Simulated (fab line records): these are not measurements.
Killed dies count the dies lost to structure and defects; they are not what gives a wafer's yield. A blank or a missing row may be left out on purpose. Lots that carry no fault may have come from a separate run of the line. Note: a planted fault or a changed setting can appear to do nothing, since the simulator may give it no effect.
Code-filled problem report in 8D (eight disciplines) form ; flow n5-finfet ; the parts of the form that need people (team, actions taken, sign-off) are left out

1. THE ISSUE
A mean of 169.2 s is read at N5_BEOL_M6_CVD_78 for run-length-s, taken on 1 wafer of 1 lot, against 165.2 s (standard deviation 0.61) on wafers free of any fault. Relative to the usual mean, that is a shift of +6.6 standard deviations.
The step: deposits Co from CCTBA/H2, target thk 2 nm, time 142.3 s.
The first sign was on wafer L955.4 at day 12 23:08, on cvd-co-02. The record holds 14 wafers of 5 lots with a number at this step. Rule for "out", or "out of limits": more than 4 standard deviations from the usual mean. The rest of the wafers with a number are treated as sound.

2. WHAT IT IS; WHAT IT IS NOT
question;is;is not
which readings at this step;run-length-s;-
which lots;L955;L947, L952, L964, L965
which wafers of those lots;L955.4;L955.2
read on which tools;cvd-co-02;cvd-co-01
when;from day 12 23:08;"up to then (7 sound wafers); but 6 sound wafers of L964, L965 came after"

3. THE SUSPECTS, EACH WITH WHAT RULES IT OUT
Counting: any tool at a process step up to the reading remains a suspect provided it ran every lot that is out. Sound lots after the first of them don't rule it out here, since some wafers of a struck lot are sound.
- rie-diel-06 at N5_BEOL_M6_STRIP_80 (strips in N2/H2, time 10 s): kept. It processed L955, the lot that is out, at day 12 21:54, and its most recent sound lot before then was L952 at day 11 16:16. Because N5_BEOL_M6_STRIP_80 lacks a start for some lots, the hours and order of its lots are taken from N5_BEOL_M6_OCD_MEAS_38.
- pvd-sputter-02 at N5_BEOL_M6_DEGAS_44 (time 60 s): kept. It ran the lot that is out, L955 (day 12 22:40).
- ald-metal-04 at N5_BEOL_M6_ALD_77 (deposits TaN, target thk 2 nm, pulse time 2 s, purge time 3 s): kept. It processed L955, the lot that is out, at day 12 22:46, and its most recent sound lot before then was L947 at day 10 19:02.
- pvd-sputter-02 at N5_BEOL_M6_SURFACE_TREAT_79: kept. It ran the lot that is out, L955 (day 12 23:04).
- cvd-co-02 at N5_BEOL_M6_CVD_78 (deposits Co from CCTBA/H2, target thk 2 nm, time 142.3 s): kept. It processed L955, the lot that is out, at day 12 23:08, and its most recent sound lot before then was L952 at day 11 17:55. On those wafers its own readings are out: run-length-s.
- The sound lot-mates ran in chamber 3 of rie-diel-06 at N5_BEOL_M6_STRIP_80, but the wafers that are out ran in chamber 2.
- The sound lot-mates ran in chamber 0 of ald-metal-04 at N5_BEOL_M6_ALD_77, but the wafers that are out ran in chamber 2.
- The sound lot-mates ran in chamber 1 of cvd-co-02 at N5_BEOL_M6_CVD_78, but the wafers that are out ran in chamber 2.
Left after counting: rie-diel-06 at N5_BEOL_M6_STRIP_80, pvd-sputter-02 at N5_BEOL_M6_DEGAS_44, ald-metal-04 at N5_BEOL_M6_ALD_77, pvd-sputter-02 at N5_BEOL_M6_SURFACE_TREAT_79, cvd-co-02 at N5_BEOL_M6_CVD_78.

4. THE CAUSE (what the simulator had put in)
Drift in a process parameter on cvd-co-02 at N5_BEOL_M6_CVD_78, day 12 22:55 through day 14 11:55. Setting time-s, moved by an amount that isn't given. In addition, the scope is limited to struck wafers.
5 suspects survive the count, and this tool is in that group.

5. SEQUENCE OF EFFECTS, ordered by route
Each row: a reading whose mean over the struck wafers that have a number lies more than 3 standard deviations from the usual. Readings are gone through only where the record gives a usual standard deviation; hours: the median, over the lots, of the time from a lot's start at the first step in this table giving one to that lot's start at this step; sigmas: the change measured in usual standard deviations.
hours;step;reading;usual;on struck wafers;change;sigmas
0;N5_BEOL_M6_CVD_78;run-length-s;165.2 s;169.2;+4.0;+6.6
Here are the process steps it includes:
- N5_BEOL_M6_CVD_78: deposits Co from CCTBA/H2, target thk 2 nm, time 142.3 s.

6. HOW IT WOULD HAVE BEEN CAUGHT EARLIER
First out-of-limits reading in this record: day 12 23:08, which is 0 hours after fault onset at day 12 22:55.
